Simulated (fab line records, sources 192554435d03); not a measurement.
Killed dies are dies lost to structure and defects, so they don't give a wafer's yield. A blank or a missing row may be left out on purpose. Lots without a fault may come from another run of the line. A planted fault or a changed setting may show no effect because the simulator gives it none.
A struck lot beside a sound one | flow n5_finfet | 38 steps out of a route of 1938
Sound: wafers L245.2, L245.4, L245.6. Struck: wafer L242.6. (L242.4, L242.5 of the same lot were not struck and are left out.) The cause comes at the end.
At each step with rows: each side's tool, then ch and its chambers, then its first start. Under that, the readings that differ: sound wafers | struck wafers | difference of the means | sigmas: that difference in standard deviations of wafers without a fault.
alike: readings whose means differ by less than 2 such deviations, and words and numbers that are the same on both sides. not compared: withheld readings, readings that some wafer has no value for, bounds like >300 that may hide the same value, and numbers for which the record gives no deviation and whose values overlap.
The two part at a step that has a row with sigmas, a row that says differs or no value, or rows on one side only. Numbers that don't overlap but have no deviation are shown without sigmas and don't part them. A reading that every wafer of one side lacks parts them only if that side has two wafers or more.

first, 11 steps without rows for these wafers: N5_BEOL_M2_SPUTTER_92 (material Cu, target thk 4.5 nm, time 8.29 s); N5_BEOL_M2_ANNEAL_93 (time 240 s); N5_BEOL_M2_SPUTTER_94 (material Cu, target thk 4.5 nm, time 8.29 s); N5_BEOL_M2_ANNEAL_95 (time 240 s); N5_BEOL_M2_SPUTTER_96 (material Cu, target thk 4.5 nm, time 8.29 s); N5_BEOL_M2_ECD_50 (material Cu, target thk 300 nm); N5_BEOL_M2_ANNEAL_51 (time 90 s); N5_BEOL_M2_CMP_52 (polishes, stops on SiOC, t overpolish 6.8 s, target thk 40 nm); N5_BEOL_M2_PRE_CLEAN_60 (time 15 s); N5_BEOL_M2_CO_CAP_55 (material Co, precursor CCTBA/H2, target thk 2 nm, time 102.1 s); N5_BEOL_M2_PRE_CLEAN_56 (time 15 s).
N5_BEOL_M2_DEP_57: deposits SiCN from 3MS/NH3, target thk 8 nm, time 14 s.
  sound on pecvd-02 ch 0,1, day 10 16:27; struck on pecvd-01 ch 2, day 9 16:55
  reading                                  | sound       | struck | difference | sigmas
  throttle_valve_pct (%)                   | 9.4 8.9 9.3 | 10.4   | +1.2       | +3
  model.SiCN_of_BEOL_M2_DEP_57.thk_nm (nm) | 7.8 8.2 8   | 3.6    | -4.4       |
  alike: showerhead_plenum_p_Torr
then, 22 steps without rows for these wafers: N5_BEOL_M3_ILD_DEP_00 (deposits SiOC from DEMS/O2, target thk 79 nm, time 15.3 s); N5_BEOL_M3_PECVD_72 (deposits SiO2 from TEOS/O2, target thk 16 nm, time 18 s); N5_BEOL_M3_HM_DEP_02 (deposits TiN, target thk 20 nm); N5_BEOL_M3_COAT_61 (time 60 s, resist thk 60 nm); N5_BEOL_M3_COAT_62 (time 60 s, resist thk 12 nm); N5_BEOL_M3_COAT_73 (time 60 s, resist thk 5 nm); N5_BEOL_M3_COAT_05 (resist thk 30 nm); N5_BEOL_M3_EBR_07; N5_BEOL_M3_SOFTBAKE_06 (time 60 s); N5_BEOL_M3_EXPOSE_08 (exposes mask M3); N5_BEOL_M3_PEB_09 (peb time 60 s); N5_BEOL_M3_DEVELOP_10 (develop time 30 s); N5_BEOL_M3_DESCUM_16 (chemistry O2, time 7 s); N5_BEOL_M3_ETCH_74 (etches underlayer in N2/H2, target depth 6.5 nm, time 5.2 s); N5_BEOL_M3_ETCH_63 (etches SiARC in CF4, target depth 15.6 nm, time 26 s); N5_BEOL_M3_ETCH_64 (etches SOC in N2/H2, target depth 75 nm, overetch 15 nm, time 112.5 s); N5_BEOL_M3_STRIP_65 (strips in N2/H2); N5_BEOL_M3_STRIP_75 (strips in N2/H2); N5_BEOL_M3_STRIP_66 (strips in CF4); N5_BEOL_M3_HM_OPEN_17 (chemistry Cl2/BCl3, target TiN, target depth 20 nm, overetch 6 nm); N5_BEOL_M3_STRIP_19 (strips in O2); N5_BEOL_M3_COAT_67 (time 60 s, resist thk 60 nm).
N5_BEOL_M3_CMP_52: polishes, stops on SiOC, t overpolish 6.8 s, target thk 40 nm.
  sound on cmp-04 ch 2,3, day 12 04:39; struck on cmp-03 ch 2, day 10 18:38
  reading                                | sound        | struck | difference | sigmas
  model.Cu_of_BEOL_M3_ECD_50.thk_nm (nm) | 39 39.6 40.6 | 34.8   | -4.9       |
  alike: barrier_field_endpoint_s, motor_current_A, overpolish_run_s, slurry_flow_ml_min, time_to_endpoint_s
N5_BEOL_M3_THK_MEAS_53: measures by xrf.
  sound on film_metro-01, day 12 04:56; struck on film_metro-01, day 10 18:56
  reading     | sound          | struck | difference | sigmas
  M3_THK (nm) | 38.5 38.8 40.1 | 34.4   | -4.7       | -4
N5_BEOL_M3_RS_MEAS_58: measures by four-point-probe.
  sound on film_metro-01, day 12 05:12; struck on film_metro-02, day 10 19:19
  reading        | sound             | struck | difference | sigmas
  M3_RS (ohm/sq) | 0.693 0.680 0.658 | 0.803  | +0.126     | +4
N5_BEOL_M4_RC_MEAS_101:
  sound on prober-02 ch 0, day 12 17:11; struck on prober-01 ch 0, day 11 07:29
  alike: DIBL_N, DIBL_P, IOFF_N, IOFF_P, ION_N, ION_P, SS_N, SS_P, VT_N, VT_P

WHERE THEY PART
First at N5_BEOL_M2_DEP_57; last, within this record, at N5_BEOL_M3_RS_MEAS_58. Later steps at which nothing parts them and some readings are alike: N5_BEOL_M4_RC_MEAS_101.

WHY: what the simulator had put in
Process parameter drift: pecvd-01, from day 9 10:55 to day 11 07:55, at N5_BEOL_M2_DEP_57. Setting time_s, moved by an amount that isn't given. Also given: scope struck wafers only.
